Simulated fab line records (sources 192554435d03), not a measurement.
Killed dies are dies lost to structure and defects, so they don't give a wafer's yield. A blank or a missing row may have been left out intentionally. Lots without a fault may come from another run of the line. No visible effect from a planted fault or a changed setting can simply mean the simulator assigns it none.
Struck lot and sound lot, side by side / flow n5_finfet / 39 out of 1938 route steps
Sound: wafers L343.1, L343.4, L343.6. Struck: wafers L352.2, L352.4. (L352.6 of the same lot was not struck and is left out.) The cause comes at the end.
Each step with rows lists, per side, the tool, then ch with its chambers, then its first start. Under that, the readings that differ: sound wafers / struck wafers / difference of the means / sigmas: that difference in standard deviations of wafers without a fault.
alike: words and numbers the same on both sides, and readings whose means are apart by under 2 such deviations; not compared: readings that were withheld, readings missing a value for some wafer, numbers with overlapping values and no deviation given by the record, and bounds like >300 which may hide the same value.
A row with sigmas, a row that says differs or no value, or rows on one side alone: a step with any of these is where the two part. When numbers do not overlap yet have no deviation, they are printed without sigmas and do not part them. A reading that every wafer of one side lacks parts them only if that side has two wafers or more.

first, 10 steps without rows for these wafers: N5_STI_FIN_REVEAL_PRECLEAN_18 (cleans in SC2, time 45 s); N5_STI_FIN_REVEAL_SRD_28 (time 30 s); N5_DUMMY_GATE_PRECLEAN_00 (cleans in O3/DIW, time 60 s); N5_DUMMY_GATE_SRD_01 (time 30 s); N5_DUMMY_GATE_ALD_02 (deposits SiO2, target thk 2 nm, pulse time 1 s); N5_DUMMY_GATE_CVD_03 (deposits a-Si from SiH4, target thk 150 nm, time 8042 s); N5_DUMMY_GATE_PRECLEAN_46 (cleans in DIW, time 89.5 s); N5_DUMMY_GATE_SRD_47 (dry time 32 s); N5_DUMMY_GATE_CMP_04 (polishes a-Si); N5_DUMMY_GATE_HM_DEP_06 (deposits SiNx from DCS/NH3, target thk 80 nm, time 5141 s).
N5_DUMMY_GATE_PECVD_30: deposits SiO2 from TEOS/O2, target thk 55 nm, time 10.8 s.
  sound on pecvd-03 ch 0,2, day 5 09:27; struck on pecvd-03 ch 0, day 7 14:14
  alike: chamber_pressure_Torr
then, 24 steps without rows for these wafers: N5_DUMMY_GATE_COAT_34 (time 60 s, resist thk 60 nm); N5_DUMMY_GATE_COAT_35 (time 60 s, resist thk 10 nm); N5_DUMMY_GATE_COAT_28 (time 60 s, resist thk 10 nm); N5_DUMMY_GATE_COAT_09 (resist thk 30 nm); N5_DUMMY_GATE_EBR_11; N5_DUMMY_GATE_SOFTBAKE_10 (time 60 s); N5_DUMMY_GATE_EXPOSE_12 (exposes mask GATE, target cd 25 nm); N5_DUMMY_GATE_PEB_13 (peb time 60 s); N5_DUMMY_GATE_DEVELOP_14 (develop time 30 s); N5_DUMMY_GATE_DESCUM_20 (chemistry O2, time 6.2 s); N5_DUMMY_GATE_ETCH_29 (etches underlayer in N2/H2, target depth 13 nm); N5_DUMMY_GATE_ETCH_36 (etches SiARC in CF4, target depth 13 nm); N5_DUMMY_GATE_ETCH_37 (etches SOC in N2/H2, target depth 60 nm, overetch 30 nm); N5_DUMMY_GATE_STRIP_38 (strips in N2/H2); N5_DUMMY_GATE_STRIP_39 (strips in N2/H2); N5_DUMMY_GATE_TRIM_49 (chemistry O2, time 29 s, target cd 14 nm); N5_DUMMY_GATE_STRIP_40 (strips in CF4); N5_DUMMY_GATE_ETCH_31 (etches SiO2 in C4F6/O2, target depth 82.5 nm, time 27.5 s); N5_DUMMY_GATE_STRIP_41 (strips in O2); N5_DUMMY_GATE_HM_OPEN_21 (chemistry CH3F/O2, target SiNx, target depth 120 nm, time 171.4 s); N5_DUMMY_GATE_ETCH_32 (etches SiO2 in CF4, target depth 3.5 nm, time 3.9 s); N5_DUMMY_GATE_ETCH_23 (etches poly-Si in HBr/Cl2/O2, target depth 41 nm, time 22.3 s); N5_DUMMY_GATE_ETCH_44 (etches poly-Si in HBr/O2, stops on SiO2, target depth 127.5 nm); N5_DUMMY_GATE_ETCH_42 (etches SiO2 in CHF3/O2, target depth 3.5 nm, time 31 s).
N5_SD_EPI_N_INSPECT_11: inspects for defects (macro).
  sound on defect_inspect-02 at day 5 12:24; struck on defect_inspect-01 at day 7 17:01
reading=raw_defect_count; sound=4 2 0; struck=32 54; difference=+41; sigmas=+27
N5_SD_EPI_P_INSPECT_11: inspects for defects (macro).
  sound on defect_inspect-01 at day 5 17:01; struck on defect_inspect-01 at day 7 21:27
reading=raw_defect_count; sound=2 1 2; struck=34 51; difference=+41; sigmas=+31
-- the record jumps here: 5 days lie between the struck wafers' starts before and after (it left off in module SD_EPI_P and takes up again in module BEOL_M4, whose first step shown is number 1111 of the route) --
N5_BEOL_M4_RC_MEAS_101:
  sound on prober-02 ch 0, day 10 08:05; struck on prober-01 ch 0, day 13 04:00
  alike: DIBL_N, DIBL_P, IOFF_N, IOFF_P, ION_N, ION_P, SS_N, SS_P, VT_N, VT_P
-- here the record skips 5 days between the struck wafers' starts before and after, leaving off in module BEOL_M4 and picking up in module PASSIVATION (first step shown: number 1936 of the route) --
N5_PASSIVATION_PROBE_49:
  the record has rows for the struck wafers here (prober-01, day 17 17:02) and none for the sound ones

== WHERE THEY PART ==
Earliest at N5_SD_EPI_N_INSPECT_11; latest, in this record, at N5_PASSIVATION_PROBE_49.

WHY: whatever the simulator had introduced
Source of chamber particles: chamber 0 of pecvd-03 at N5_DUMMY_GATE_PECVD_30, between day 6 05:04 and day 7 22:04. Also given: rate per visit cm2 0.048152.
